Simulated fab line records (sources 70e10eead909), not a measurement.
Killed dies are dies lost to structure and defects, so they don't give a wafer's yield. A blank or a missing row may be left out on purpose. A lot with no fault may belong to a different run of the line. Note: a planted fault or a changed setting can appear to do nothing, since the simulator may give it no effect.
Matching of chambers :: flow nandHarc :: NHARC_P_M0_DEP_32 on pecvd-02 has 3 sister chambers
The step deposits SiCN, target thk 30 nm. 14 wafers are shown with their chamber, then 7 later ones without.

== WAFERS PAIRED WITH THEIR CHAMBERS ==
wafer: L076.1
chamber: 1
heaterPowerW (W): 498

wafer: L076.2
chamber: 2
heaterPowerW (W): 662

wafer: L076.5
chamber: 0
heaterPowerW (W): 410

wafer: L075.2
chamber: 1
heaterPowerW (W): 475

wafer: L075.3
chamber: 2
heaterPowerW (W): 660

wafer: L075.6
chamber: 1
heaterPowerW (W): 490

wafer: L077.3
chamber: 1
heaterPowerW (W): 474

wafer: L077.4
chamber: 0
heaterPowerW (W): 413

wafer: L077.5
chamber: 2
heaterPowerW (W): 605

wafer: L085.1
chamber: 0
heaterPowerW (W): 351

wafer: L085.3
chamber: 1
heaterPowerW (W): 492

wafer: L085.4
chamber: 0
heaterPowerW (W): 354

wafer: L086.2
chamber: 1
heaterPowerW (W): 448

wafer: L086.4
chamber: 0
heaterPowerW (W): 396

SIGNATURES, as means of the wafers listed above
reading: heaterPowerW
chamber 0: 384.80
chamber 1: 479.50
chamber 2: 642.33
scatter within a chamber: 25.9
Rule: distance of a wafer from a chamber = root of the sum over the readings of ((wafer's reading minus chamber's mean) / reading's scatter) squared. If the next closest chamber is less than 2 further off than the closest, the wafer can't be placed; otherwise it belongs to the closest. The scatter: the root of (the sum of the squares of (reading less its chamber's mean) over the shown wafers, divided by (wafers less chambers)).

== WAFERS WITH NO CHAMBER GIVEN ==
wafer: L086.5
heaterPowerW (W): 673

wafer: L090.1
heaterPowerW (W): 638

wafer: L090.2
heaterPowerW (W): 407

wafer: L090.4
heaterPowerW (W): 645

wafer: L092.1
heaterPowerW (W): 657

wafer: L092.2
heaterPowerW (W): 397

wafer: L092.4
heaterPowerW (W): 396

== THE CHAMBER EACH PASSED THROUGH ==
wafer: L086.5
from the rows above: 2
in truth: 2

wafer: L090.1
from the rows above: 2
in truth: 2

wafer: L090.2
from the rows above: can't be placed: 0 or 1
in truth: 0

wafer: L090.4
from the rows above: 2
in truth: 2

wafer: L092.1
from the rows above: 2
in truth: 2

wafer: L092.2
from the rows above: 0
in truth: 0

wafer: L092.4
from the rows above: 0
in truth: 0
6 of 7 placed correctly. From these rows, 1 cannot be placed; in 1 the true chamber is one of the candidates. 0 placed wrongly.
